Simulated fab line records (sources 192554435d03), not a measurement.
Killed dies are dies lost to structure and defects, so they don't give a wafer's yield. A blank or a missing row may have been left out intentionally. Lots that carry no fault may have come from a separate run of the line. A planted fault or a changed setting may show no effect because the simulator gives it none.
Chamber matching | flow n5Finfet | N5_BEOL_M11_DESCUM_33 on rieDiel-06: 4 sister chambers
The step chemistry O2, time 7.9 s. 4 wafers are shown with their chamber, then 12 later ones without.

== EACH WAFER AND ITS CHAMBER ==
wafer  | chamber | drypumpMotorCurrentA (A)
L093.1 | 0       | 4.8
L093.3 | 3       | 4.8
L093.5 | 2       | 4.6
L093.6 | 1       | 5.8

== WAFERS MISSING THEIR CHAMBER ==
wafer  | drypumpMotorCurrentA (A)
L095.1 | 4.7
L095.3 | 4.8
L095.4 | 5.8
L096.1 | 4.6
L096.3 | 5.8
L096.4 | 4.6
L097.1 | 4.6
L097.2 | 4.8
L097.3 | 4.8
L097.4 | 5.8
L097.5 | 4.8
L097.6 | 4.8

== WHICH CHAMBER EACH WENT THROUGH ==
wafer  | from the rows above          | in truth
L095.1 | can't be placed: 0 or 3 or 2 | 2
L095.3 | can't be placed: 0 or 3      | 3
L095.4 | 1                            | 1
L096.1 | 2                            | 2
L096.3 | 1                            | 1
L096.4 | 2                            | 2
L097.1 | 2                            | 2
L097.2 | can't be placed: 0 or 3      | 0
L097.3 | can't be placed: 0 or 3      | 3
L097.4 | 1                            | 1
L097.5 | can't be placed: 0 or 3      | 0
L097.6 | can't be placed: 0 or 3      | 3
Correct placement for 6 of the 12. Can't be placed from these rows: 6 (the true chamber is among the candidates in 6). 0 placed wrongly.
How it was worked out, from the rows above alone: a wafer's distance from a chamber is the root of the sum, over the readings, of the square of ((its reading less the chamber's mean) divided by the reading's scatter). If the next closest chamber is less than 2 further off than the closest, the wafer can't be placed; otherwise it belongs to the closest. For every chamber, the mean is computed from those of its wafers that are shown. The scatter (one wafer shown for each chamber): square how far every hidden wafer sits from the nearest shown wafer, average those squares and take the square root.
